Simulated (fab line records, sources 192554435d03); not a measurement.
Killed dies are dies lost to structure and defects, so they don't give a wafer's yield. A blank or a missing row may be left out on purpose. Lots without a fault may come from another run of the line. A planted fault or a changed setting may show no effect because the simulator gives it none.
Chamber matching | flow n5_finfet | N5_BEOL_M6_PECVD_70 on pecvd-03: 3 sister chambers
The step deposits SiO2 from TEOS/O2, target thk 20 nm, time 22.7 s. 16 wafers are shown with their chamber, then 8 later ones without.

WAFERS WITH THEIR CHAMBER
wafer  | chamber | throttle_valve_pct (%) | showerhead_plenum_p_Torr (Torr) | heater_power_w (W)
L079.1 | 1       | 23.3                   | 8.89                            | 849
L079.2 | 0       | 21.6                   | 8.78                            | 719
L079.5 | 0       | 21.6                   | 8.79                            | 744
L077.2 | 1       | 23.2                   | 8.88                            | 748
L077.3 | 0       | 21.4                   | 8.79                            | 764
L077.5 | 0       | 21.6                   | 8.79                            | 745
L084.2 | 1       | 23.1                   | 8.89                            | 875
L084.3 | 0       | 21.8                   | 8.81                            | 815
L084.4 | 0       | 21.7                   | 8.77                            | 850
L087.2 | 0       | 21.5                   | 8.79                            | 818
L087.3 | 1       | 23.1                   | 8.90                            | 826
L087.6 | 1       | 23.5                   | 8.90                            | 824
L090.3 | 0       | 21.9                   | 8.79                            | 692
L090.4 | 1       | 23.1                   | 8.90                            | 825
L090.6 | 2       | 20.4                   | 8.69                            | 536
L091.2 | 2       | 20.6                   | 8.72                            | 605

SIGNATURES (means of the wafers above)
reading                  | chamber 0 | chamber 1 | chamber 2 | scatter within a chamber
throttle_valve_pct       | 21.637    | 23.217    | 20.500    | 0.159
showerhead_plenum_p_Torr | 8.7888    | 8.8933    | 8.7050    | 0.0113
heater_power_w           | 768.38    | 824.50    | 570.50    | 49.7
Rule: a wafer's distance from a chamber is the root of the sum, over the readings, of the square of ((its reading less the chamber's mean) divided by the reading's scatter). The wafer belongs to the nearest chamber; if the next one is less than 2 further off, it can't be placed. The scatter: the root of (the sum of the squares of (reading less its chamber's mean) over the shown wafers, divided by (wafers less chambers)).

WAFERS WITHOUT THEIR CHAMBER
wafer  | throttle_valve_pct (%) | showerhead_plenum_p_Torr (Torr) | heater_power_w (W)
L091.4 | 23.3                   | 8.90                            | 800
L091.5 | 21.9                   | 8.79                            | 777
L094.2 | 20.4                   | 8.71                            | 582
L094.3 | 23.1                   | 8.89                            | 855
L094.6 | 20.4                   | 8.73                            | 604
L095.1 | 20.5                   | 8.69                            | 473
L095.3 | 23.7                   | 8.87                            | 820
L095.5 | 21.7                   | 8.78                            | 726

WHICH CHAMBER EACH WENT THROUGH
wafer  | from the rows above | in truth
L091.4 | 1                   | 1
L091.5 | 0                   | 0
L094.2 | 2                   | 2
L094.3 | 1                   | 1
L094.6 | 2                   | 2
L095.1 | 2                   | 2
L095.3 | 1                   | 1
L095.5 | 0                   | 0
Placed correctly: 8 of 8. Can't be placed from these rows: 0. Placed wrongly: 0.
